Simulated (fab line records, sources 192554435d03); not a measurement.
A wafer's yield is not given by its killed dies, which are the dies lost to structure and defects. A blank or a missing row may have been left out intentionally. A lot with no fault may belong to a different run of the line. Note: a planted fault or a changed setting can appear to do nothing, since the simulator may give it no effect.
fab line records + flow n5-finfet
[record]
- lots = 11
- wafers = 31
- last-day = 18
route steps=1938 shown BEOL_M12@1646 BEOL_M13@1659 PASSIVATION@1936
lots untouched by any fault: they come from a run of this same line in which no faults occurred
start-h: the number of hours between the record's first day and the start of the first shown wafer of the lot + wait-h: hours from the lot's prior step to this one + " repeats the value in the row above + L1.1+2: several wafers, shown together as one row + - no value present, or no start provided + * or withheld: withheld + < > ~ a bound
route shown NAME@n: names a module that has steps shown in the file, with the first one's number in the route + usual: average and standard deviation across the fault-free wafers + same: alike in all rows + chamber/n: place in a boat + sites: the reading at each site + _std_site: the values' standard deviation + _edge_site: mean of outer sites minus mean of inner sites + radius-mm: how far each site lies from the wafer's centre + mask NAME#n: copy n + behind: tool/chamber where the wafer was last shaped + hold: reason for holding the lot/hours on hold/outcome of the hold + device: the n, p or np transistor that did not switch + end of line: the route-end tests of the same wafers + a step given without rows: its recipe and nothing more + killed: dies lost to structure and defects at the first sort, not the wafer's yield + map: a wafer's dies, marking killed ones x, the rest . and places with no die _
set.NAME: the setting the step ran with; set.NAME@STEP: the setting that earlier step ran with + model.NAME: the simulator's own value behind a step, which no gauge read
a sample of lots followed through the steps of the route, with each step as a table and each wafer as a row
services: the hour from which a tool's chamber was out of use, counted from the record's first day as start-h (under 0 if before that day), plus the number of hours and why
[[steps]]
[step N5_BEOL_M12_DEGAS_41]
[recipe]
- ambient = vacuum
- temp-c = 250
- time-s = 60
[usual]
- heater-power-w = 333/36
| lot.wafer | tool           | chamber | start-h | wait-h | heater-power-w |
|-----------|----------------|---------|---------|--------|----------------|
| L356.1    | pvd-sputter-01 | -       | 236.70  | 0.2    | 326            |
| L356.2    | "              | -       | "       | "      | 380            |
| L356.5    | "              | -       | "       | "      | 309            |
| L359.3    | pvd-sputter-01 | -       | 247.39  | 0.3    | 308            |
| L359.4    | "              | -       | "       | "      | 291            |
| L359.5    | "              | -       | "       | "      | 293            |
| L361.2    | pvd-sputter-01 | -       | 268.55  | 0.2    | 328            |
| L361.3    | "              | -       | "       | "      | 288            |
| L361.4    | "              | -       | "       | "      | 375            |
| L362.2    | pvd-sputter-03 | -       | 275.56  | 0.0    | 252            |
| L362.3    | "              | -       | "       | "      | 342            |
| L362.4    | "              | -       | "       | "      | 406            |
| L365.2    | pvd-sputter-01 | -       | 291.53  | 0.4    | 305            |
| L365.3    | "              | -       | "       | "      | 384            |
| L365.6    | "              | -       | "       | "      | 383            |
| L364.3    | pvd-sputter-02 | -       | 293.04  | 1.5    | 317            |
| L364.4    | "              | -       | "       | "      | 360            |
| L370.1    | pvd-sputter-02 | -       | 326.67  | 2.1    | 316            |
| L370.2    | "              | -       | "       | "      | 325            |
| L370.5    | "              | -       | "       | "      | 330            |
| L369.3    | pvd-sputter-03 | -       | 329.35  | 0.1    | 405            |
| L369.4    | "              | -       | "       | "      | 255            |
| L369.5    | "              | -       | "       | "      | 411            |
| L371.2    | pvd-sputter-03 | -       | 341.81  | 0.5    | 251            |
| L371.5    | "              | -       | "       | "      | 335            |
| L371.6    | "              | -       | "       | "      | 255            |
| L373.3    | pvd-sputter-03 | -       | 350.95  | 0.1    | 414            |
| L373.6    | "              | -       | "       | "      | 333            |
| L379.2    | pvd-sputter-01 | -       | 396.73  | 0.4    | 303            |
| L379.4    | "              | -       | "       | "      | 316            |
| L379.5    | "              | -       | "       | "      | 313            |
[step N5_BEOL_M12_PRE_CLEAN_42]
[recipe]
- gas = H2/He
- time-s = 30
- temp-c = 250
[usual]
- heater-power-w = 332/37
| lot.wafer | tool           | chamber | start-h | wait-h | heater-power-w |
|-----------|----------------|---------|---------|--------|----------------|
| L356.1    | pvd-sputter-01 | -       | 236.74  | 0.0    | 327            |
| L356.2    | "              | -       | "       | "      | 368            |
| L356.5    | "              | -       | "       | "      | 317            |
| L359.3    | pvd-sputter-01 | -       | 247.43  | 0.0    | 304            |
| L359.4    | "              | -       | "       | "      | 298            |
| L359.5    | "              | -       | "       | "      | 308            |
| L361.2    | pvd-sputter-01 | -       | 268.59  | 0.0    | 326            |
| L361.3    | "              | -       | "       | "      | 297            |
| L361.4    | "              | -       | "       | "      | 385            |
| L362.2    | pvd-sputter-03 | -       | 275.60  | 0.0    | 251            |
| L362.3    | "              | -       | "       | "      | 331            |
| L362.4    | "              | -       | "       | "      | 402            |
| L365.2    | pvd-sputter-01 | -       | 291.57  | 0.0    | 316            |
| L365.3    | "              | -       | "       | "      | 380            |
| L365.6    | "              | -       | "       | "      | 384            |
| L364.3    | pvd-sputter-02 | -       | 293.08  | 0.0    | 327            |
| L364.4    | "              | -       | "       | "      | 358            |
| L370.1    | pvd-sputter-02 | -       | 326.71  | 0.0    | 324            |
| L370.2    | "              | -       | "       | "      | 335            |
| L370.5    | "              | -       | "       | "      | 319            |
| L369.3    | pvd-sputter-03 | -       | 329.39  | 0.0    | 404            |
| L369.4    | "              | -       | "       | "      | 243            |
| L369.5    | "              | -       | "       | "      | 413            |
| L371.2    | pvd-sputter-03 | -       | 341.85  | 0.0    | 255            |
| L371.5    | "              | -       | "       | "      | 334            |
| L371.6    | "              | -       | "       | "      | 250            |
| L373.3    | pvd-sputter-03 | -       | 350.99  | 0.0    | 403            |
| L373.6    | "              | -       | "       | "      | 327            |
| L379.2    | pvd-sputter-01 | -       | 396.77  | 0.0    | 299            |
| L379.4    | "              | -       | "       | "      | 318            |
| L379.5    | "              | -       | "       | "      | 321            |
[step N5_BEOL_M12_SPUTTER_43]
[recipe]
- material = TaN
- target-thk-a = 150
- temp-c = 50
- bias-v = 168.6
- power-w = 15000
- chamber-pressure-pa = 0.12
- time-s = 24.19
[usual]
- bias-v = 168.2/1.7
- cathode-dc-power-W = 15000/3
- throttle-valve-pct = 29.4/0.85
| lot.wafer | tool           | chamber | start-h | wait-h | bias-v | cathode-dc-power-W | throttle-valve-pct |
|-----------|----------------|---------|---------|--------|--------|--------------------|--------------------|
| L356.1    | pvd-sputter-01 | -       | 236.78  | 0.0    | 166.2  | 15001              | 28.7               |
| L356.2    | "              | -       | "       | "      | 169.9  | 15007              | 28.9               |
| L356.5    | "              | -       | "       | "      | 169.4  | 15000              | 29.8               |
| L359.3    | pvd-sputter-01 | -       | 247.47  | 0.0    | 167.5  | 14999              | 29.5               |
| L359.4    | "              | -       | "       | "      | 167.0  | 14995              | 29.2               |
| L359.5    | "              | -       | "       | "      | 166.1  | 15004              | 28.9               |
| L361.2    | pvd-sputter-01 | -       | 268.63  | 0.0    | 167.3  | 15006              | 28.7               |
| L361.3    | "              | -       | "       | "      | 165.5  | 15004              | 29.2               |
| L361.4    | "              | -       | "       | "      | 168.2  | 14999              | 28.7               |
| L362.2    | pvd-sputter-03 | -       | 275.64  | 0.0    | 170.0  | 15005              | 28.7               |
| L362.3    | "              | -       | "       | "      | 168.7  | 15002              | 29.2               |
| L362.4    | "              | -       | "       | "      | 168.6  | 14998              | 28.9               |
| L365.2    | pvd-sputter-01 | -       | 291.61  | 0.0    | 166.8  | 15003              | 29.7               |
| L365.3    | "              | -       | "       | "      | 165.5  | 14999              | 28.7               |
| L365.6    | "              | -       | "       | "      | 165.9  | 14998              | 29.0               |
| L364.3    | pvd-sputter-02 | -       | 293.12  | 0.0    | 167.0  | 14999              | 31.9               |
| L364.4    | "              | -       | "       | "      | 168.7  | 15000              | 29.1               |
| L370.1    | pvd-sputter-02 | -       | 326.75  | 0.0    | 168.1  | 15000              | 30.2               |
| L370.2    | "              | -       | "       | "      | 169.4  | 15006              | 32.0               |
| L370.5    | "              | -       | "       | "      | 168.7  | 14999              | 32.0               |
| L369.3    | pvd-sputter-03 | -       | 329.43  | 0.0    | 165.5  | 15005              | 28.9               |
| L369.4    | "              | -       | "       | "      | 167.5  | 14999              | 28.6               |
| L369.5    | "              | -       | "       | "      | 165.7  | 15002              | 28.7               |
| L371.2    | pvd-sputter-03 | -       | 341.89  | 0.0    | 168.0  | 15000              | 28.9               |
| L371.5    | "              | -       | "       | "      | 169.2  | 14996              | 29.2               |
| L371.6    | "              | -       | "       | "      | 166.5  | 15002              | 28.8               |
| L373.3    | pvd-sputter-03 | -       | 351.03  | 0.0    | 169.3  | 15000              | 28.4               |
| L373.6    | "              | -       | "       | "      | 169.5  | 15002              | 29.2               |
| L379.2    | pvd-sputter-01 | -       | 396.81  | 0.0    | 167.5  | 15000              | 28.7               |
| L379.4    | "              | -       | "       | "      | 171.2  | 14998              | 29.7               |
| L379.5    | "              | -       | "       | "      | 169.3  | 14998              | 29.8               |
[step N5_BEOL_M13_ILD_DEP_00]
[recipe]
- material = SiOC
- target-thk-a = 8379.2
- temp-c = 350
- precursor = DEMS/O2
- pressure-torr = 5
- rf-w = 500
- time-s = 166.4
[usual]
- heater-power-outer-w = 258/29
- heater-power-w = 478/47
- rf-fwd-power-W = 497.7/1.5
- showerhead-plenum-p-Torr = 5.694/0.015
- susceptor-temp-C = 350.03/0.21
- throttle-valve-pct = 11.6/0.56
| lot.wafer | tool     | chamber | start-h | wait-h | heater-power-outer-w | heater-power-w | rf-fwd-power-W | showerhead-plenum-p-Torr | susceptor-temp-C | throttle-valve-pct |
|-----------|----------|---------|---------|--------|----------------------|----------------|----------------|--------------------------|------------------|--------------------|
| L356.1    | pecvd-04 | 1       | 238.09  | 0.0    | 256                  | 486            | 497.2          | 5.661                    | 350.20           | 11.5               |
| L356.2    | "        | 2       | "       | "      | 264                  | 518            | 497.2          | 5.688                    | 349.79           | 10.9               |
| L356.5    | "        | 2       | "       | "      | 301                  | 533            | 496.4          | 5.673                    | 349.99           | 10.6               |
| L359.3    | pecvd-02 | 1       | 248.72  | 0.0    | 299                  | 546            | 500.0          | 5.706                    | 350.06           | 12.6               |
| L359.4    | "        | 2       | "       | "      | 256                  | 492            | 498.8          | 5.685                    | 349.71           | 11.7               |
| L359.5    | "        | 1       | "       | "      | 310                  | 567            | 499.0          | 5.696                    | 350.03           | 12.4               |
| L361.2    | pecvd-04 | 0       | 270.11  | 0.0    | 238                  | 394            | 495.7          | 5.680                    | 349.56           | 11.4               |
| L361.3    | "        | 1       | "       | "      | 248                  | 476            | 495.2          | 5.676                    | 350.04           | 11.3               |
| L361.4    | "        | 0       | "       | "      | 269                  | 427            | 495.5          | 5.695                    | 349.99           | 11.5               |
| L362.2    | pecvd-03 | 1       | 276.87  | 0.0    | 236                  | 449            | 497.3          | 5.696                    | 350.43           | 11.3               |
| L362.3    | "        | 0       | "       | "      | 252                  | 496            | 496.1          | 5.706                    | 349.79           | 11.7               |
| L362.4    | "        | 2       | "       | "      | 267                  | 482            | 497.6          | 5.710                    | 349.72           | 11.1               |
| L365.2    | pecvd-03 | 2       | 292.83  | 0.0    | 240                  | 457            | 497.2          | 5.714                    | 349.99           | 11.1               |
| L365.3    | "        | 1       | "       | "      | 210                  | 396            | 498.7          | 5.707                    | 350.11           | 11.5               |
| L365.6    | "        | 2       | "       | "      | 264                  | 487            | 499.0          | 5.708                    | 350.02           | 11.1               |
| L364.3    | pecvd-04 | 0       | 294.32  | 0.0    | 249                  | 396            | 499.2          | 5.676                    | 349.94           | 11.6               |
| L364.4    | "        | 1       | "       | "      | 280                  | 509            | 498.2          | 5.656                    | 350.06           | 11.4               |
| L370.1    | pecvd-03 | 2       | 327.95  | 0.0    | 304                  | 527            | 497.2          | 5.726                    | 363.41           | 11.2               |
| L370.2    | "        | 1       | "       | "      | 297                  | 526            | 497.8          | 5.697                    | 363.34           | 11.2               |
| L370.5    | "        | 0       | "       | "      | 287                  | 558            | 499.4          | 5.711                    | 363.38           | 11.7               |
| L369.3    | pecvd-02 | 1       | 330.69  | 0.1    | 304                  | 569            | 497.2          | 5.715                    | 349.99           | 12.8               |
| L369.4    | "        | 2       | "       | "      | 265                  | 504            | 498.9          | 5.686                    | 350.01           | 12.0               |
| L369.5    | "        | 2       | "       | "      | 194                  | 410            | 497.4          | 5.681                    | 349.84           | 11.9               |
| L371.2    | pecvd-03 | 1       | 343.09  | 0.0    | 274                  | 517            | 497.5          | 5.706                    | 363.61           | 11.1               |
| L371.5    | "        | 0       | "       | "      | 295                  | 573            | 498.3          | 5.705                    | 363.25           | 11.8               |
| L371.6    | "        | 1       | "       | "      | 306                  | 537            | 498.3          | 5.699                    | 363.42           | 11.4               |
| L373.3    | pecvd-02 | 1       | 352.23  | 0.0    | 281                  | 511            | 494.3          | 5.695                    | 350.16           | 12.6               |
| L373.6    | "        | 2       | "       | "      | 242                  | 483            | 496.2          | 5.691                    | 350.01           | 11.8               |
| L379.2    | pecvd-02 | 0       | 398.03  | 0.0    | 255                  | 453            | 497.2          | 5.698                    | 350.01           | 12.1               |
| L379.4    | "        | 2       | "       | "      | 196                  | 404            | 499.3          | 5.687                    | 350.10           | 11.9               |
| L379.5    | "        | 2       | "       | "      | 224                  | 469            | 497.6          | 5.673                    | 349.91           | 12.3               |
[step N5_BEOL_M13_THK_MEAS_01]
[recipe]
- reads = SiOC_of_BEOL_M13_ILD_DEP_00
[usual]
- M13_ILD_THK = 840/12
| lot.wafer | tool          | chamber | start-h | wait-h | M13_ILD_THK[nm] |
|-----------|---------------|---------|---------|--------|-----------------|
| L356.1    | film-metro-01 | -       | 238.25  | 0.1    | 837             |
| L356.2    | "             | -       | "       | "      | 828             |
| L356.5    | "             | -       | "       | "      | 845             |
| L359.3    | film-metro-02 | -       | 248.88  | 0.1    | 836             |
| L359.4    | "             | -       | "       | "      | 836             |
| L359.5    | "             | -       | "       | "      | 842             |
| L361.2    | film-metro-02 | -       | 270.26  | 0.1    | 829             |
| L361.3    | "             | -       | "       | "      | 841             |
| L361.4    | "             | -       | "       | "      | 844             |
| L362.2    | film-metro-01 | -       | 277.02  | 0.1    | 829             |
| L362.3    | "             | -       | "       | "      | 834             |
| L362.4    | "             | -       | "       | "      | 858             |
| L365.2    | film-metro-01 | -       | 292.98  | 0.1    | 850             |
| L365.3    | "             | -       | "       | "      | 828             |
| L365.6    | "             | -       | "       | "      | 866             |
| L364.3    | film-metro-01 | -       | 294.48  | 0.1    | 839             |
| L364.4    | "             | -       | "       | "      | 847             |
| L370.1    | film-metro-02 | -       | 328.11  | 0.1    | 792             |
| L370.2    | "             | -       | "       | "      | 792             |
| L370.5    | "             | -       | "       | "      | 804             |
| L369.3    | film-metro-01 | -       | 330.84  | 0.1    | 857             |
| L369.4    | "             | -       | "       | "      | 845             |
| L369.5    | "             | -       | "       | "      | 836             |
| L371.2    | film-metro-02 | -       | 343.24  | 0.1    | 799             |
| L371.5    | "             | -       | "       | "      | 810             |
| L371.6    | "             | -       | "       | "      | 809             |
| L373.3    | film-metro-02 | -       | 352.39  | 0.1    | 824             |
| L373.6    | "             | -       | "       | "      | 826             |
| L379.2    | film-metro-01 | -       | 398.24  | 0.2    | 833             |
| L379.4    | "             | -       | "       | "      | 820             |
| L379.5    | "             | -       | "       | "      | 814             |
[step N5_PASSIVATION_PROBE_49]
[usual]
- defect-limited-yield = 91.5/1.5
- killed_at_M0_to_M3 = 32/10
- killed_at_M4_up = 13/4.9
- killed-at-contacts = 13/6.1
- killed-at-front-end = 38/11
- killed-at-other = 3/3.2
- killed-dies = 101/18
- killed-open = 66/13
- killed-short = 32/8.3
- sort_bin_4_leakage = 0.00/0.018
- sort_bin_5_function = 5.0/1
- sort_bin_6_memory = 3.2/0.74
- sort_bin_8_speed = 0.1/1.1
- sort-n-pass = 1078/22
- sort-yield-pct = 91.3/1.9
[same]
- gross-dies = 1180
- killed-at-back-side = 0
| lot.wafer | tool      | chamber | start-h | wait-h | defect-limited-yield[%] | killed_at_M0_to_M3 | killed_at_M4_up | killed-at-contacts | killed-at-front-end | killed-at-other | killed-dies | killed-open | killed-short | sort_bin_4_leakage[%] | sort_bin_5_function[%] | sort_bin_6_memory[%] | sort_bin_8_speed[%] | sort-n-pass | sort-yield-pct[%] |
|-----------|-----------|---------|---------|--------|-------------------------|--------------------|-----------------|--------------------|---------------------|-----------------|-------------|-------------|--------------|-----------------------|------------------------|----------------------|---------------------|-------------|-------------------|
| L369.3    | prober-02 | -       | 361.25  | 0.1    | 91.3                    | 31                 | 13              | 24                 | 30                  | 5               | 103         | 76          | 26           | 0                     | 5.3                    | 2.7                  | 0                   | 1077        | 91.3              |
| L369.4    | prober-02 | -       | 361.30  | 0.2    | 90.6                    | 53                 | 16              | 15                 | 24                  | 3               | 111         | 72          | 38           | 0                     | 5.0                    | 4.2                  | 0                   | 1069        | 90.6              |
| L369.5    | prober-02 | -       | 361.35  | 0.2    | 91.4                    | 45                 | 15              | 14                 | 24                  | 3               | 101         | 69          | 29           | 0                     | 5.1                    | 3.4                  | 0                   | 1079        | 91.4              |
| L371.2    | prober-01 | -       | 386.45  | 0.1    | 90.1                    | 28                 | 10              | 17                 | 60                  | 2               | 117         | 69          | 37           | 0                     | 5.6                    | 3.3                  | 0                   | 1063        | 90.1              |
| L371.6    | prober-01 | -       | 386.65  | 0.3    | 92.6                    | 29                 | 12              | 7                  | 37                  | 2               | 87          | 47          | 22           | 0                     | 3.4                    | 2.2                  | 0                   | 1093        | 92.6              |
// killed by level:class
L369.3 MOL_CONTACT_COAG:geometric-particle:open=18 STI_FIN_REVEAL:geometric-particle:open=14 BEOL_M0_SAQP:geometric-particle:open=8 BEOL_M4:geometric-particle:open=8 BEOL_M0_SAQP:geometric-particle:short=7 MOL_CONTACT_COAG:geometric-particle:short=6 FIN_SAQP:geometric-particle:open=5 BEOL_M0:geometric-particle:open=4
L369.4 BEOL_M0_SAQP:geometric-particle:open=21 BEOL_M0_SAQP:geometric-particle:short=17 MOL_CONTACT_COAG:geometric-particle:open=12 BEOL_M5:geometric-particle:open=7 BEOL_M1:geometric-particle:open=5 STARTING-WAFER:geometric-particle:short=5 BEOL_M4:geometric-particle:open=4 STARTING-WAFER:geometric-particle:open=4
L369.5 MOL_CONTACT_COAG:geometric-particle:open=13 BEOL_M0_SAQP:geometric-particle:open=13 STI_FIN_REVEAL:geometric-particle:open=9 BEOL_M0_SAQP:geometric-particle:short=7 BEOL_M0:geometric-particle:open=6 BEOL_M2:geometric-particle:open=5 FIN_SAQP:geometric-particle:short=4 BEOL_M2:geometric-particle:short=4
L371.2 FIN_SAQP:geometric-particle:open=15 MOL_CONTACT_COAG:geometric-particle:open=11 FIN_SAQP:geometric-particle:short=10 HKMG_FIN:area-etch=10 BEOL_M3:geometric-particle:open=8 BEOL_M1:geometric-particle:open=7 MOL_CONTACT_COAG:geometric-particle:short=6 BEOL_M4:geometric-particle:open=6
L371.6 HKMG_FIN:area-etch=17 MOL_CONTACT_COAG:geometric-particle:open=6 BEOL_M1:geometric-particle:open=6 BEOL_M0_SAQP:geometric-particle:open=5 BEOL_M0:geometric-particle:short=5 BEOL_M0_SAQP:geometric-particle:short=4 BEOL_M2:geometric-particle:open=4 STARTING-WAFER:geometric-particle:open=4
[[services]]
| tool     | chamber | start-h | hours | kind                          |
|----------|---------|---------|-------|-------------------------------|
| pecvd-02 | -       | 222.95  | 4.3   | pm                            |
| pecvd-03 | 0       | 251.95  | 5.5   | scheduled-down                |
| pecvd-02 | -       | 271.36  | 6.0   | pm                            |
| pecvd-03 | 2       | 293.08  | 6.2   | repair                        |
| pecvd-04 | -       | 308.81  | 2.8   | pm                            |
| pecvd-04 | -       | 312.50  | 1.0   | repair                        |
| pecvd-02 | -       | 324.30  | 4.8   | repair                        |
| pecvd-02 | 0       | 329.12  | 5.5   | scheduled-down                |
| pecvd-03 | 1       | 331.08  | 5.5   | scheduled-down                |
| pecvd-03 | 2       | 354.14  | 3.8   | repair                        |
| pecvd-02 | -       | 358.15  | 0.5   | repair                        |
| pecvd-03 | 0       | 374.56  | 2.1   | scheduled-down                |
| pecvd-03 | -       | 380.21  | 3.3   | repair                        |
| pecvd-02 | 1       | 383.62  | -     | clean                         |
| pecvd-02 | 1       | 383.62  | -     | consumable-replace:showerhead |
| pecvd-02 | 1       | 383.62  | 29.0  | scheduled-down                |
| pecvd-02 | 1       | 383.62  | 29.0  | vent-cycle                    |
[[key]]
[first-sign]
- step = N5_BEOL_M13_ILD_DEP_00
- reading = susceptor-temp-C
- direction = up
- sigmas = 65
- usual = *
- struck = *
[effect]
- step = N5_BEOL_M13_THK_MEAS_01
- reading = M13_ILD_THK
- direction = down
- sigmas = 3.1
- usual = 840
- struck = 801
met-at N5_BEOL_M13_ILD_DEP_00
struck-lots L370,L371
[baseline-loss]
- step = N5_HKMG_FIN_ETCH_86
- wafers = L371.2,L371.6
not-acting-at N5_BEOL_M12_DEGAS_41,N5_BEOL_M12_PRE_CLEAN_42,N5_BEOL_M12_SPUTTER_43
onset-between 292.83 327.95
[fault]
- kind = process-parameter-drift
- tool = pecvd-03
- chamber = -
- onset-h = 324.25
- steps = N5_BEOL_M13_ILD_DEP_00
- channel = temp-c
- offset = *
- shape = step
- end-h = 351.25
- acts-in = *
- stated = *
// baseline-loss: these wafers lose ten dies or more at that step, a loss of the line's own and not of a fault; the sort's usual values leave them out
